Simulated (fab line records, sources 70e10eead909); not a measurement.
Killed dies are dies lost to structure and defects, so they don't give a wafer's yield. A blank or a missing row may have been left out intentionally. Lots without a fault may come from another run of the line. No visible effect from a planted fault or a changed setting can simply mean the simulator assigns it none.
Matching of chambers / flow nand_harc / NHARC_A_CONTACT_DEP_58 on pecvd-03: 3 sister chambers
The step deposits SiON, target thk 90 nm. 6 wafers are shown with their chamber, then 8 later ones without.

== WAFERS PAIRED WITH THEIR CHAMBERS ==
wafer=L081.5; chamber=0; heater_power_w (W)=591
wafer=L081.6; chamber=1; heater_power_w (W)=723
wafer=L082.4; chamber=0; heater_power_w (W)=701
wafer=L087.4; chamber=2; heater_power_w (W)=483
wafer=L087.6; chamber=1; heater_power_w (W)=778
wafer=L091.2; chamber=2; heater_power_w (W)=569

== WAFERS WITHOUT THEIR CHAMBER ==
wafer=L091.5; heater_power_w (W)=554
wafer=L091.6; heater_power_w (W)=687
wafer=L096.1; heater_power_w (W)=657
wafer=L096.2; heater_power_w (W)=588
wafer=L096.4; heater_power_w (W)=659
wafer=L094.1; heater_power_w (W)=786
wafer=L094.3; heater_power_w (W)=545
wafer=L094.5; heater_power_w (W)=542

== THE CHAMBER EACH PASSED THROUGH ==
wafer=L091.5; from the rows above=can't be placed: 2 or 0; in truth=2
wafer=L091.6; from the rows above=can't be placed: 0 or 1 or 2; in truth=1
wafer=L096.1; from the rows above=can't be placed: 0 or 1 or 2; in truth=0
wafer=L096.2; from the rows above=can't be placed: 0 or 2 or 1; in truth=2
wafer=L096.4; from the rows above=can't be placed: 0 or 1 or 2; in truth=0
wafer=L094.1; from the rows above=can't be placed: 1 or 0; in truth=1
wafer=L094.3; from the rows above=can't be placed: 2 or 0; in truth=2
wafer=L094.5; from the rows above=can't be placed: 2 or 0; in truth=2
0 of 8 placed correctly. Not placeable from these rows: 8 (in 8, the candidates include the true chamber). 0 placed wrongly.
How it was worked out, from the rows above alone: a wafer's distance from a chamber is the root of the sum, over the readings, of the square of ((its reading less the chamber's mean) divided by the reading's scatter). The wafer belongs to the nearest chamber; if the next one is less than 2 further off, it can't be placed. For every chamber, the mean is computed from those of its wafers that are shown. The scatter: take each reading less its chamber's mean, square it, sum over the shown wafers, divide by the number of wafers less the number of chambers, and take the root.
